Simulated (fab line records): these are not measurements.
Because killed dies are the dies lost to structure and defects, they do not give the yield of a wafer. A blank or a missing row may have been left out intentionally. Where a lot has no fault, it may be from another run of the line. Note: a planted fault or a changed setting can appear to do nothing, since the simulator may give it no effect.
What tool caused it? + flow nand-harc + 24 lots, 72 wafers sampled, at 4 steps of a route of 1159

== WHAT THE GAUGES READ, wafer by wafer ==
NHARC_THIN_TSV_CD_MEAS_12 targets a cd of 1000 nm.
| lot  | measured     | on        | cd-nm (nm)           |
|------|--------------|-----------|----------------------|
| L075 | day 19 20:26 | cd-sem-01 | 1000.2 999.1 999.7   |
| L076 | day 19 19:07 | cd-sem-01 | 997.1 999.1 999.4    |
| L074 | day 19 22:50 | cd-sem-02 | 1001.2 1000.6 1000.4 |
| L078 | day 20 01:45 | cd-sem-02 | 1001.5 1001.0 1000.4 |
| L077 | day 20 00:34 | cd-sem-03 | 999.1 1000.2 998.8   |
| L079 | day 20 02:58 | cd-sem-02 | 1000.1 1000.2 1000.6 |
| L081 | day 20 17:12 | cd-sem-02 | 1000.2 999.9 1000.5  |
| L080 | day 21 01:04 | cd-sem-01 | 1001.6 1002.6 1000.7 |
| L083 | day 21 02:04 | cd-sem-03 | 997.9 999.1 998.8    |
| L082 | day 21 21:05 | cd-sem-01 | 1001.8 1000.4 998.8  |
| L084 | day 22 11:44 | cd-sem-02 | 1000.6 1001.5 1001.2 |
| L087 | day 22 14:14 | cd-sem-01 | 998.3 998.0 999.4    |
| L088 | day 22 12:59 | cd-sem-01 | 999.8 998.9 1001.4   |
| L086 | day 22 23:29 | cd-sem-01 | 1000.8 1000.2 999.9  |
| L091 | day 23 06:54 | cd-sem-03 | 997.6 997.9 999.6    |
| L085 | day 23 08:07 | cd-sem-03 | 1000.6 1001.4 1002.0 |
| L089 | day 23 10:58 | cd-sem-02 | 999.7 1001.1 1000.0  |
| L090 | day 23 12:18 | cd-sem-01 | 997.7 998.4 996.9    |
| L093 | day 23 13:31 | cd-sem-01 | 1002.4 1000.8 1001.4 |
| L092 | day 23 14:43 | cd-sem-03 | 1001.4 1002.9 1001.9 |
| L094 | day 23 17:17 | cd-sem-02 | 1002.9 1003.3 1002.3 |
| L097 | day 23 23:44 | cd-sem-03 | 999.4 1000.2 999.0   |
| L095 | day 24 00:47 | cd-sem-02 | 999.7 999.4 998.9    |
| L096 | day 24 05:49 | cd-sem-01 | 1002.8 1001.8 1000.1 |

== TOOL THAT RAN EACH LOT (tool first, then ch and the chambers of the sampled wafers, then the start) ==
| lot  | NHARC_A_M1_STRIP_18                | NHARC_A_M1_PRE_CLEAN_30                 | NHARC_HYBRID_BOND_ACTIVATE_00      |
|------|------------------------------------|-----------------------------------------|------------------------------------|
| L075 | rie-diel-10 ch 1,2,3, day 18 23:32 | pvd-sputter-02, day 19 06:29 or earlier | rie-diel-06 ch 1,2,3, day 19 06:29 |
| L076 | rie-diel-03 ch 0,1,2, day 19 00:19 | pvd-sputter-02, day 19 07:10 or earlier | rie-diel-06 ch 1,2,3, day 19 07:10 |
| L074 | rie-diel-10 ch 0,1,2, day 19 01:26 | pvd-sputter-01, day 19 08:44 or earlier | rie-diel-06 ch 0,1,2, day 19 08:44 |
| L078 | rie-diel-03 ch 0,3, day 19 01:37   | pvd-sputter-03, day 19 09:01 or earlier | rie-diel-06 ch 0,2,3, day 19 09:01 |
| L077 | rie-diel-12 ch 0,2,3, day 19 01:49 | pvd-sputter-02, day 19 09:07 or earlier | rie-diel-08 ch 2,3, day 19 09:07   |
| L079 | rie-diel-03 ch 0,1,3, day 19 04:49 | pvd-sputter-03, day 19 11:52 or earlier | rie-diel-06 ch 1,2,3, day 19 11:52 |
| L081 | rie-diel-03 ch 1,3, day 19 20:53   | pvd-sputter-02, day 20 04:43 or earlier | rie-diel-06 ch 1,2,3, day 20 04:43 |
| L080 | rie-diel-12 ch 0,2, day 20 02:44   | pvd-sputter-02, day 20 09:51 or earlier | rie-diel-06 ch 2,3, day 20 09:51   |
| L083 | rie-diel-12 ch 1,2,3, day 20 08:31 | pvd-sputter-01, day 20 15:33 or earlier | rie-diel-08 ch 1,2,3, day 20 15:33 |
| L082 | rie-diel-12 ch 0,1,2, day 20 21:47 | pvd-sputter-02, day 21 06:11 or earlier | rie-diel-06 ch 1,2, day 21 06:11   |
| L084 | rie-diel-12 ch 0,3, day 21 11:12   | pvd-sputter-03, day 21 18:43 or earlier | rie-diel-06 ch 0,3, day 21 18:43   |
| L087 | rie-diel-12 ch 2,3, day 21 12:08   | pvd-sputter-03, day 21 19:16 or earlier | rie-diel-06 ch 0,2, day 21 19:16   |
| L088 | rie-diel-10 ch 1,2, day 21 14:30   | pvd-sputter-02, day 21 21:58 or earlier | rie-diel-06 ch 2,3, day 21 21:58   |
| L086 | rie-diel-12 ch 0,1,2, day 22 02:04 | pvd-sputter-01, day 22 09:03 or earlier | rie-diel-06 ch 2,3, day 22 09:03   |
| L091 | rie-diel-12 ch 0,2,3, day 22 09:55 | pvd-sputter-03, day 22 17:22 or earlier | rie-diel-08 ch 1,2,3, day 22 17:22 |
| L085 | rie-diel-10 ch 1,2, day 22 12:35   | pvd-sputter-02, day 22 19:37 or earlier | rie-diel-06 ch 0,2, day 22 19:37   |
| L089 | rie-diel-12 ch 0,2,3, day 22 13:59 | pvd-sputter-02, day 22 22:32 or earlier | rie-diel-08 ch 1,2,3, day 22 22:32 |
| L090 | rie-diel-12 ch 0,2,3, day 22 15:30 | pvd-sputter-03, day 22 22:43 or earlier | rie-diel-06 ch 1,2, day 22 22:43   |
| L093 | rie-diel-03 ch 0,2,3, day 22 15:46 | pvd-sputter-03, day 22 23:11 or earlier | rie-diel-06 ch 0,2,3, day 22 23:11 |
| L092 | rie-diel-12 ch 2,3, day 22 16:04   | pvd-sputter-02, day 22 23:40 or earlier | rie-diel-06 ch 0,2,3, day 22 23:40 |
| L094 | rie-diel-12 ch 2,3, day 22 21:44   | pvd-sputter-01, day 23 04:51 or earlier | rie-diel-01 ch 1,2, day 23 04:51   |
| L097 | rie-diel-12 ch 0,1,3, day 23 02:50 | pvd-sputter-01, day 23 09:59 or earlier | rie-diel-08 ch 1,3, day 23 09:59   |
| L095 | rie-diel-03 ch 0,1,3, day 23 03:11 | pvd-sputter-02, day 23 10:23 or earlier | rie-diel-06 ch 0,2,3, day 23 10:23 |
| L096 | rie-diel-03 ch 0,1, day 23 10:26   | pvd-sputter-03, day 23 17:26 or earlier | rie-diel-06 ch 0,2,3, day 23 17:26 |
- NHARC_A_M1_STRIP_18: strips in N2/H2.
- NHARC_A_M1_PRE_CLEAN_30: time 30 s.
- NHARC_HYBRID_BOND_ACTIVATE_00: chemistry N2, time 60 s.

== AS READ BY THE TOOLS THEMSELVES (means over the sampled wafers that have a number; for cases with no such wafer, the mark the record gives instead) ==
NHARC_A_M1_STRIP_18.
| lot  | tool        | drypump-motor-current-A (A) | h2-flow-sccm (sccm) | oes-product-au (a.u.) | rf-vpp-V (V) | showerhead-plenum-p-Torr (Torr) | throttle-valve-pct (%) |
|------|-------------|-----------------------------|---------------------|-----------------------|--------------|---------------------------------|------------------------|
| L075 | rie-diel-10 | 5.5                         | 149.8               | 1.006                 | 90.3         | 2.02                            | 14.170                 |
| L076 | rie-diel-03 | 5.5                         | 149.9               | 0.997                 | 90.3         | 2.07                            | 14.166                 |
| L074 | rie-diel-10 | 5.6                         | 150.0               | 1.000                 | 90.9         | 2.03                            | 14.176                 |
| L078 | rie-diel-03 | 5.2                         | 150.0               | 0.994                 | 90.5         | 2.04                            | 14.177                 |
| L077 | rie-diel-12 | 5.4                         | 149.8               | 0.995                 | 91.3         | 2.15                            | 14.177                 |
| L079 | rie-diel-03 | 5.3                         | 150.2               | 0.997                 | 90.2         | 2.08                            | 14.163                 |
| L081 | rie-diel-03 | 5.2                         | 149.9               | 0.993                 | 91.8         | 2.13                            | 14.169                 |
| L080 | rie-diel-12 | 5.7                         | 149.8               | 1.001                 | 91.1         | 2.18                            | 14.177                 |
| L083 | rie-diel-12 | 5.3                         | 149.7               | 1.003                 | 91.4         | 2.11                            | 14.167                 |
| L082 | rie-diel-12 | 5.6                         | 150.4               | 1.004                 | 91.0         | 2.14                            | 14.177                 |
| L084 | rie-diel-12 | 5.1                         | 150.2               | 0.998                 | 91.1         | 2.13                            | 14.165                 |
| L087 | rie-diel-12 | 5.5                         | 149.9               | 0.997                 | 91.1         | 2.13                            | 14.175                 |
| L088 | rie-diel-10 | 5.5                         | 150.0               | 1.006                 | 90.4         | 2.04                            | 14.169                 |
| L086 | rie-diel-12 | 5.6                         | 150.5               | 0.994                 | 90.7         | 2.14                            | 14.168                 |
| L091 | rie-diel-12 | 5.5                         | 150.1               | 0.996                 | 90.8         | 2.15                            | 14.175                 |
| L085 | rie-diel-10 | 5.5                         | 149.9               | 1.005                 | 89.7         | 2.04                            | 14.163                 |
| L089 | rie-diel-12 | 5.4                         | 150.1               | 0.997                 | 91.2         | 2.15                            | 14.181                 |
| L090 | rie-diel-12 | 5.4                         | 150.1               | 1.004                 | 92.0         | 2.15                            | 14.169                 |
| L093 | rie-diel-03 | 5.2                         | 150.3               | 0.990                 | 91.3         | 2.09                            | 14.171                 |
| L092 | rie-diel-12 | 5.5                         | 149.9               | 1.001                 | 91.7         | 2.13                            | 14.175                 |
| L094 | rie-diel-12 | 5.2                         | 150.1               | 0.997                 | 91.8         | 2.12                            | 14.174                 |
| L097 | rie-diel-12 | 5.3                         | 149.7               | 1.004                 | 91.3         | 2.13                            | 14.176                 |
| L095 | rie-diel-03 | 5.3                         | 149.9               | 0.995                 | 90.8         | 2.07                            | 14.175                 |
| L096 | rie-diel-03 | 5.4                         | 150.1               | 0.997                 | 90.9         | 2.02                            | 14.175                 |

NHARC_A_M1_PRE_CLEAN_30.
| lot  | tool           | heater-power-w (W) |
|------|----------------|--------------------|
| L075 | pvd-sputter-02 | 407                |
| L076 | pvd-sputter-02 | 428                |
| L074 | pvd-sputter-01 | 396                |
| L078 | pvd-sputter-03 | 371                |
| L077 | pvd-sputter-02 | 414                |
| L079 | pvd-sputter-03 | 385                |
| L081 | pvd-sputter-02 | 398                |
| L080 | pvd-sputter-02 | 442                |
| L083 | pvd-sputter-01 | 387                |
| L082 | pvd-sputter-02 | 418                |
| L084 | pvd-sputter-03 | 391                |
| L087 | pvd-sputter-03 | 376                |
| L088 | pvd-sputter-02 | 379                |
| L086 | pvd-sputter-01 | 397                |
| L091 | pvd-sputter-03 | 387                |
| L085 | pvd-sputter-02 | 378                |
| L089 | pvd-sputter-02 | 394                |
| L090 | pvd-sputter-03 | 381                |
| L093 | pvd-sputter-03 | 379                |
| L092 | pvd-sputter-02 | 423                |
| L094 | pvd-sputter-01 | 422                |
| L097 | pvd-sputter-01 | 367                |
| L095 | pvd-sputter-02 | 409                |
| L096 | pvd-sputter-03 | 381                |

NHARC_HYBRID_BOND_ACTIVATE_00.
| lot  | tool        | drypump-motor-current-A (A) | oes-product-au (a.u.) | rf-vpp-V (V) | showerhead-plenum-p-Torr (Torr) |
|------|-------------|-----------------------------|-----------------------|--------------|---------------------------------|
| L075 | rie-diel-06 | 6.1                         | 1.001                 | 64.2         | 1.75                            |
| L076 | rie-diel-06 | 6.1                         | 1.004                 | 63.9         | 1.75                            |
| L074 | rie-diel-06 | 5.7                         | 1.002                 | 64.1         | 1.83                            |
| L078 | rie-diel-06 | 6.0                         | 1.004                 | 64.1         | 1.78                            |
| L077 | rie-diel-08 | 5.9                         | 1.003                 | 63.0         | 1.79                            |
| L079 | rie-diel-06 | 6.1                         | 1.001                 | 64.2         | 1.75                            |
| L081 | rie-diel-06 | 6.1                         | 1.004                 | 64.2         | 1.75                            |
| L080 | rie-diel-06 | 6.3                         | 0.989                 | 63.8         | 1.77                            |
| L083 | rie-diel-08 | 5.7                         | 1.000                 | 64.5         | 1.73                            |
| L082 | rie-diel-06 | 6.0                         | 1.000                 | 64.8         | 1.82                            |
| L084 | rie-diel-06 | 6.1                         | 0.996                 | 63.3         | 1.72                            |
| L087 | rie-diel-06 | 5.6                         | 0.998                 | 64.2         | 1.86                            |
| L088 | rie-diel-06 | 6.4                         | 1.007                 | 64.1         | 1.71                            |
| L086 | rie-diel-06 | 6.4                         | 0.993                 | 62.7         | 1.71                            |
| L091 | rie-diel-08 | 5.7                         | 0.999                 | 63.5         | 1.73                            |
| L085 | rie-diel-06 | 5.6                         | 1.011                 | 64.6         | 1.86                            |
| L089 | rie-diel-08 | 5.7                         | 1.000                 | 63.9         | 1.73                            |
| L090 | rie-diel-06 | 6.0                         | 0.994                 | 64.3         | 1.82                            |
| L093 | rie-diel-06 | 6.0                         | 1.012                 | 64.7         | 1.78                            |
| L092 | rie-diel-06 | 6.0                         | 1.007                 | 64.3         | 1.78                            |
| L094 | rie-diel-01 | 5.9                         | 1.003                 | 64.0         | 1.75                            |
| L097 | rie-diel-08 | 5.5                         | 1.002                 | 62.5         | 1.68                            |
| L095 | rie-diel-06 | 6.0                         | 1.010                 | 64.5         | 1.78                            |
| L096 | rie-diel-06 | 6.0                         | 1.005                 | 63.9         | 1.78                            |

== THE ANSWER, worked out from the rows above alone ==
Rule: what is usual is taken from the lots themselves. Put in order of their means at a reading, lots are off if they are a third of the lots or fewer, leave a main group of 4 or more, and stand apart from it by a gap of 3 or more times the standard deviation of the main group's means; of several such gaps the widest counts. If all means in a main group match to the digits the tables above print for the reading, that group is not used. A lot without any number at a reading at which 4 lots or more have one is off too. Where the step has rows for the other lots, those lots are counted as sound. Order of review: gauges by route order, followed by the tools' own readings, for which a lot's mean as printed above is used. At the first step where some lot is off, the reading lying furthest off is the one used; lots without a number count as furthest.
No lot is off on any of the readings shown, so nothing can be concluded from this.

== WHAT WAS PUT IN BY THE SIMULATOR ==
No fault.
